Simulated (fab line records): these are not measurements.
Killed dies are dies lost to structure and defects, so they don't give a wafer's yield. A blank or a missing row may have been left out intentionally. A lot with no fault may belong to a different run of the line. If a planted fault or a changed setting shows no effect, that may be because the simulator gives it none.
Lot-split experiment | flow n5_finfet | 21 wafers read from 7 lots, route of 1938 steps

== ON THE SPLIT ==
At N5_ZERO_LAYER_EXPOSE_08 (exposes mask ZERO, defocus 0 nm, target cd 2000 nm), the setting dose_mj was moved away from the recipe's 16.2 on 7 of the 21 wafers read, by -6.1% to +6.9%. For the rest of the wafers, this setting stayed at what the recipe calls for.

== FROM THE SPLIT TO THE READING: what the file shows between them, 3 steps ==
- N5_ZERO_LAYER_PEB_09
- N5_ZERO_LAYER_DEVELOP_10: develop time 60 s
- N5_ZERO_LAYER_HARDBAKE_23: time 120 s

== THE READING ==
cd_nm at N5_ZERO_LAYER_CD_MEAS_11, given in nm (cd target 2000 nm). On this fab line, fault-free wafers typically give 2000.2 nm with a standard deviation of 1.6 nm.

wafer  | tool, chamber at the split | dose_mj as run | against the recipe | cd_nm, nm | against lot-mates on the recipe
L074.2 | krf_scanner-01, 0          | 16.2           | recipe             | 2001.6    | -
L074.3 | krf_scanner-01, 0          | 16.2           | recipe             | 2003.1    | -
L074.4 | krf_scanner-01, 0          | 16.2           | recipe             | 2000.6    | -
L076.1 | krf_scanner-02, 0          | 16.2           | recipe             | 2001.4    | -
L076.3 | krf_scanner-02, 0          | 16.96          | +4.7%              | 2005.6    | +4.2
L076.6 | krf_scanner-02, 0          | 16.96          | +4.7%              | 2008.2    | +6.8
L082.1 | krf_scanner-02, 0          | 16.2           | recipe             | 2003.3    | -
L082.4 | krf_scanner-02, 0          | 16.2           | recipe             | 2002.7    | -
L082.5 | krf_scanner-02, 0          | 15.75          | -2.8%              | 1997.4    | -5.6
L086.2 | krf_scanner-02, 0          | 16.2           | recipe             | 1999.0    | -
L086.5 | krf_scanner-02, 0          | 16.2           | recipe             | 2001.0    | -
L086.6 | krf_scanner-02, 0          | 16.65          | +2.8%              | 2006.6    | +6.6
L094.2 | krf_scanner-02, 0          | 15.21          | -6.1%              | 1987.2    | -12.4
L094.3 | krf_scanner-02, 0          | 16.2           | recipe             | 1999.6    | -
L094.4 | krf_scanner-02, 0          | 15.21          | -6.1%              | 1988.3    | -11.3
L095.2 | krf_scanner-01, 0          | 16.2           | recipe             | 2001.4    | -
L095.4 | krf_scanner-01, 0          | 16.2           | recipe             | 2000.5    | -
L095.5 | krf_scanner-01, 0          | 16.2           | recipe             | 1998.6    | -
L097.1 | krf_scanner-02, 0          | 16.2           | recipe             | 1998.8    | -
L097.3 | krf_scanner-02, 0          | 16.2           | recipe             | 1999.8    | -
L097.6 | krf_scanner-02, 0          | 17.32          | +6.9%              | 2012.8    | +13.5

THE FIT
A straight line over all 21 wafers: cd_nm changes by +1.79 nm for each +1% of dose_mj; r = +0.96; the points scatter about the line by 1.7 nm.
The same after taking each lot's own level away (the mean of its wafers on the recipe; 21 wafers): +1.78 nm for each +1%; r = +0.97; scatter 1.4 nm.
On that fit, the largest move of dose_mj shifts the reading by 12 nm.
Measured against the standard deviation above, the lots' own levels, which go from 1999.30 to 2003.00 nm, span 2.3 times it.
Consequently the slope shifts little with the lot-to-lot level, the two slopes agreeing.
Check: +11.5 nm against its lot-mates is what the line predicts for one of the wafers moved furthest among these (+6.9%) when that wafer is left out of the fit. Against them it came out at +13.5 nm.

== THE WHOLE CHAIN: every reading that the file lists as answering this split, in the file's order ==
step                     | what it does                                        | reading                                                           | change (the file's fit)              | r (the file's)
N5_ZERO_LAYER_CD_MEAS_11 | target cd 2000 nm                                   | cd_nm                                                             | +1.84 nm for each +1% of the setting | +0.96
N5_ZERO_LAYER_DESCUM_16  | chemistry O2, time 7.9 s                            | ZERO_LAYER.cd_nm (the simulator's own value, which no gauge read) | +1.91 nm for each +1% of the setting | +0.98
N5_ZERO_LAYER_ETCH_17    | etches SiO2 in CF4, target depth 12 nm, time 13.3 s | ZERO_LAYER.cd_nm (the simulator's own value, which no gauge read) | +1.84 nm for each +1% of the setting | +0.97

== FILE'S OWN FIT ==
cd_nm changes by +1.84 nm for each +1% of dose_mj, r = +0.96.
